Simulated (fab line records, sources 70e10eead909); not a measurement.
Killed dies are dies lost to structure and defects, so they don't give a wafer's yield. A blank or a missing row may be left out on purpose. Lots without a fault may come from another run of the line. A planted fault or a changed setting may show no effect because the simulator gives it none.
A struck lot beside a sound one | flow nand_harc | 13 steps out of a route of 1302
Sound: wafers L228.3, L228.4, L228.6. Struck: wafers L233.1, L233.4, L233.5. The cause comes at the end.
At each step with rows: each side's tool, then ch and its chambers, then its first start. Under that, the readings that differ: sound wafers | struck wafers | difference of the means | sigmas: that difference in standard deviations of wafers without a fault.
alike: readings whose means differ by less than 2 such deviations, and words and numbers that are the same on both sides. not compared: withheld readings, readings that some wafer has no value for, bounds like >300 that may hide the same value, and numbers for which the record gives no deviation and whose values overlap.
The two part at a step that has a row with sigmas, a row that says differs or no value, or rows on one side only. Numbers that don't overlap but have no deviation are shown without sigmas and don't part them. A reading that every wafer of one side lacks parts them only if that side has two wafers or more.

NHARC_A_STAIRCASE_DEP_417: deposits Si3N4, target thk 60 nm.
  sound on pecvd-01 ch 0,1,2, day 19 14:50; struck on pecvd-03 ch 1,2, day 22 07:02
  alike: heater_power_w, rf_fwd_power_W, susceptor_temp_C
then, 3 steps without rows for these wafers: NHARC_A_STAIRCASE_WET_418 (chemistry H3PO4, target depth 20 nm); NHARC_A_STAIRCASE_PRECLEAN_419 (cleans in SC1); NHARC_A_STAIRCASE_SRD_421.
NHARC_A_STAIRCASE_ALD_420: deposits SiO2, target thk 20 nm, pulse time 6 s, ald cycles 200.
  sound on ald_hk-03 ch 0,2, day 19 17:49; struck on ald_hk-04 ch 0,1,3, day 22 09:54
  alike: heater_power_w, precursor_pulse_height_rel, susceptor_temp_C
then, 1 step without rows for these wafers: NHARC_A_STAIRCASE_CVD_552 (deposits SiNx, target thk 40 nm).
NHARC_A_STAIRCASE_DEP_151: deposits SiO2, target thk 7200 nm.
  sound on pecvd-03 ch 0,2, day 20 01:57; struck on pecvd-01 ch 0,2, day 22 17:55
  alike: heater_power_w, rf_fwd_power_W, susceptor_temp_C
then, 1 step without rows for these wafers: NHARC_A_STAIRCASE_ANNEAL_320 (time 1800 s).
NHARC_A_STAIRCASE_DEP_322: deposits SiO2, target thk 7200 nm.
  sound on pecvd-02 ch 0,1, day 20 06:15; struck on pecvd-01 ch 0,1,2, day 23 01:08
  reading            | sound             | struck            | difference | sigmas
  rf_fwd_power_W (W) | 499.9 500.2 500.6 | 496.3 497.0 498.3 | -3.0       | -2
  alike: heater_power_w, susceptor_temp_C
then, 1 step without rows for these wafers: NHARC_A_STAIRCASE_ANNEAL_323 (time 1800 s).
NHARC_A_STAIRCASE_DEP_325: deposits SiO2, target thk 7200 nm.
  sound on pecvd-03 ch 0,2, day 20 13:17; struck on pecvd-03 ch 0,1, day 23 08:25
  alike: heater_power_w, rf_fwd_power_W, susceptor_temp_C
then, 1 step without rows for these wafers: NHARC_A_STAIRCASE_ANNEAL_326 (time 1800 s).
-- the record jumps here: 7 days lie between the struck wafers' starts before and after (it left off in module A_STAIRCASE and takes up again in module END, whose first step shown is number 1302 of the route) --
NHARC_END_SORT_01:
  sound on prober-02 ch 0, day 26 15:12; struck on prober-02 ch 0, day 30 01:53
  reading         | sound    | struck                                                               | difference                   | sigmas
  hold            | - - -    | await_dispo/5.2h/scrap await_dispo/5.2h/scrap await_dispo/5.2h/scrap | no value on the sound wafers |
  killed_at_array | 75 47 68 | 675 675 672                                                          | +611                         | +38
  killed_dies     | 77 50 73 | 677 677 677                                                          | +610                         | +38
  alike: killed_at_other, killed_at_periphery, killed_open, killed_short

WHERE THEY PART
First at NHARC_A_STAIRCASE_DEP_322; last, within this record, at NHARC_END_SORT_01.

WHY: what the simulator had put in
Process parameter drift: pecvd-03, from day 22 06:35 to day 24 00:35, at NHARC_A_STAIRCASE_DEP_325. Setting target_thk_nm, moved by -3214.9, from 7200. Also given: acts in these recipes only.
